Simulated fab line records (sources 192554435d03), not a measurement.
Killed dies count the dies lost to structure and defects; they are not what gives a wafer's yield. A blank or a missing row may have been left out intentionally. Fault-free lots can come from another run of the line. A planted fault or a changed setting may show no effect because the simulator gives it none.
Matching of chambers -- flow n5 finfet -- 4 sister chambers for N5_DUMMY_GATE_DESCUM_20 on rie diel-02
The step chemistry O2, time 6.2 s. 14 wafers are shown with their chamber, then 7 later ones without.

## WAFERS WITH THEIR CHAMBER
wafer,chamber,showerhead plenum p Torr (Torr),throttle valve pct (%),drypump motor current A (A)
L084.1,0,2.06,20.05,5.8
L084.2,1,2.18,20.69,5.6
L084.3,2,2.06,20.56,5.6
L084.4,2,2.06,20.56,5.6
L084.5,0,2.06,20.04,5.8
L084.6,1,2.18,20.67,5.6
L087.1,3,2.26,20.58,5.0
L087.2,2,2.06,20.58,5.7
L087.6,3,2.26,20.57,5.0
L088.2,2,2.06,20.58,5.7
L088.5,1,2.18,20.69,5.6
L088.6,0,2.06,20.04,5.8
L089.2,1,2.18,20.69,5.6
L089.4,3,2.25,20.59,5.1

SIGNATURES (averages over the wafers above)
reading,chamber 0,chamber 1,chamber 2,chamber 3,scatter within a chamber
showerhead plenum p Torr,2.0600,2.1800,2.0600,2.2567,0.00258
throttle valve pct,20.0433,20.6850,20.5700,20.5800,0.00983
drypump motor current A,5.800,5.600,5.650,5.033,0.0408
Rule: distance of a wafer from a chamber = root of the sum over the readings of ((wafer's reading minus chamber's mean) / reading's scatter) squared. If the next closest chamber is less than 2 further off than the closest, the wafer can't be placed; otherwise it belongs to the closest. The scatter: take each reading less its chamber's mean, square it, sum over the shown wafers, divide by the number of wafers less the number of chambers, and take the root.

## WAFERS WITH NO CHAMBER GIVEN
wafer,showerhead plenum p Torr (Torr),throttle valve pct (%),drypump motor current A (A)
L089.5,2.25,20.58,5.0
L091.3,2.05,20.07,5.8
L091.4,2.05,20.60,5.6
L091.6,2.25,20.58,5.0
L097.1,2.25,20.63,5.1
L097.5,2.05,20.08,5.8
L097.6,2.17,20.71,5.6

## THE CHAMBER EACH PASSED THROUGH
wafer,from the rows above,in truth
L089.5,3,3
L091.3,0,0
L091.4,2,2
L091.6,3,3
L097.1,3,3
L097.5,0,0
L097.6,1,1
Correctly placed: 7 of 7. Left unplaced by these rows: 0. Placed wrongly: 0.
